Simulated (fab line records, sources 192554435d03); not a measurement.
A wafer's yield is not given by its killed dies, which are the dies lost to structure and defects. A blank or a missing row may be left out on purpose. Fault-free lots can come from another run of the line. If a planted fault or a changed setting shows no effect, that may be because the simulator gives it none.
A struck lot beside a sound one :: flow n5_finfet :: 16 steps out of a route of 1938
Sound: the wafers L189.1, L189.3, L189.5. Struck: wafer L200.5 (L200.4, L200.6, from the same lot, were not struck and are left out); the cause is given at the end.
Each step with rows lists, per side, the tool, then ch with its chambers, then its first start. Under that, the readings that differ: sound wafers :: struck wafers :: difference of the means :: sigmas: that difference in standard deviations of wafers without a fault.
alike: readings with means less than 2 such deviations apart, plus words and numbers identical on both sides. not compared: withheld readings, readings lacking a value on some wafer, bounds such as >300 that could conceal the same value, and numbers that have no deviation in the record and whose values overlap.
The two part at a step that has a row with sigmas, a row that says differs or no value, or rows on one side only. Numbers that don't overlap but have no deviation are shown without sigmas and don't part them. Lack of a reading on every wafer of one side parts them only where that side has two or more wafers.

N5_WELL_APT_OVL_MEAS_09:
  sound on overlay-02 ch 0, day 2 01:45; struck on overlay-01 ch 0, day 4 19:35
  alike: NWELL_OVL
N5_WELL_APT_INSPECT_10: inspects for defects (macro).
  sound on defect_inspect-01, day 2 01:47; struck on defect_inspect-01, day 4 19:37
  alike: raw_defect_count
N5_WELL_APT_DESCUM_13: chemistry O2, time 7.9 s.
  sound on rie_diel-04 ch 2,3, day 2 01:52; struck on rie_diel-01 ch 0, day 4 19:41
reading: oes_product_au (a.u.)
sound: 0.77 0.71 0.71
struck: 0.87
difference: +0.14
sigmas: +2

reading: showerhead_plenum_p_Torr (Torr)
sound: 2.20 2.17 2.17
struck: 2.02
difference: -0.16
sigmas: -3
  alike: drypump_motor_current_A, rf_vpp_V, throttle_valve_pct
  not compared: rf_hours_counter_h
then, 9 steps without rows for these wafers: N5_WELL_APT_IMPLANT_14; N5_WELL_APT_IMPLANT_15; N5_WELL_APT_STRIP_16 (strips in SPM, time 900 s); N5_WELL_APT_HMDS_18 (time 60 s); N5_WELL_APT_COAT_19 (resist thk 950 nm); N5_WELL_APT_EBR_21; N5_WELL_APT_SOFTBAKE_20 (time 60 s); N5_WELL_APT_EXPOSE_22 (exposes mask PWELL, defocus 0 nm, target cd 200 nm); N5_WELL_APT_PEB_23 (peb time 90 s).
N5_WELL_APT_DEVELOP_24: develop time 45 s.
  sound on litho_track-01 ch 0, day 2 02:55; struck on litho_track-01 ch 0, day 4 20:37
reading: model.WELL_APT.cd_nm (nm)
sound: 200.8 201.1 200.7
struck: 199.4
difference: -1.5
sigmas: 
then, 1 step without rows for these wafers: N5_WELL_APT_HARDBAKE_29 (time 120 s).
-- the record jumps here: 11 days lie between the struck wafers' starts before and after (it left off in module WELL_APT and takes up again in module BEOL_M4, whose first step shown is number 1111 of the route) --
N5_BEOL_M4_RC_MEAS_101:
  sound on prober-01 ch 0, day 12 02:20; struck on prober-02 ch 0, day 15 09:16
  alike: DIBL_N, DIBL_P, IOFF_N, IOFF_P, ION_N, ION_P, SS_N, SS_P, VT_N, VT_P
-- record jumps: 5 days separate the struck wafers' starts on either side; left off in module BEOL_M4, taken up again in module PASSIVATION, whose first shown step is the route's number 1936 --
N5_PASSIVATION_PROBE_49:
  sound on prober-02, day 16 10:54; struck on prober-01, day 20 12:08
reading: defect_limited_yield (%)
sound: 93.2 93.7 91.5
struck: 89.5
difference: -3.3
sigmas: -2

reading: killed_at_M0_to_M3
sound: 38 35 33
struck: 58
difference: +23
sigmas: +2

reading: killed_at_contacts
sound: 4 2 6
struck: 27
difference: +23
sigmas: +4

reading: killed_at_other
sound: 1 1 1
struck: 8
difference: +7
sigmas: +2

reading: killed_dies
sound: 80 74 100
struck: 124
difference: +39
sigmas: +2

reading: killed_open
sound: 48 47 67
struck: 84
difference: +30
sigmas: +2

reading: sort_bin_5_function (%)
sound: 4.2 3.3 4.6
struck: 6.4
difference: +2.4
sigmas: +2
  alike: killed_at_M4_up, killed_at_front_end, killed_on_rim, killed_short, sort_bin_6_memory, sort_bin_8_speed, sort_n_pass, sort_yield_pct

WHERE THEY PART
Last at N5_PASSIVATION_PROBE_49 as far as this record goes, first at N5_WELL_APT_DESCUM_13.

WHY: the cause the simulator had injected
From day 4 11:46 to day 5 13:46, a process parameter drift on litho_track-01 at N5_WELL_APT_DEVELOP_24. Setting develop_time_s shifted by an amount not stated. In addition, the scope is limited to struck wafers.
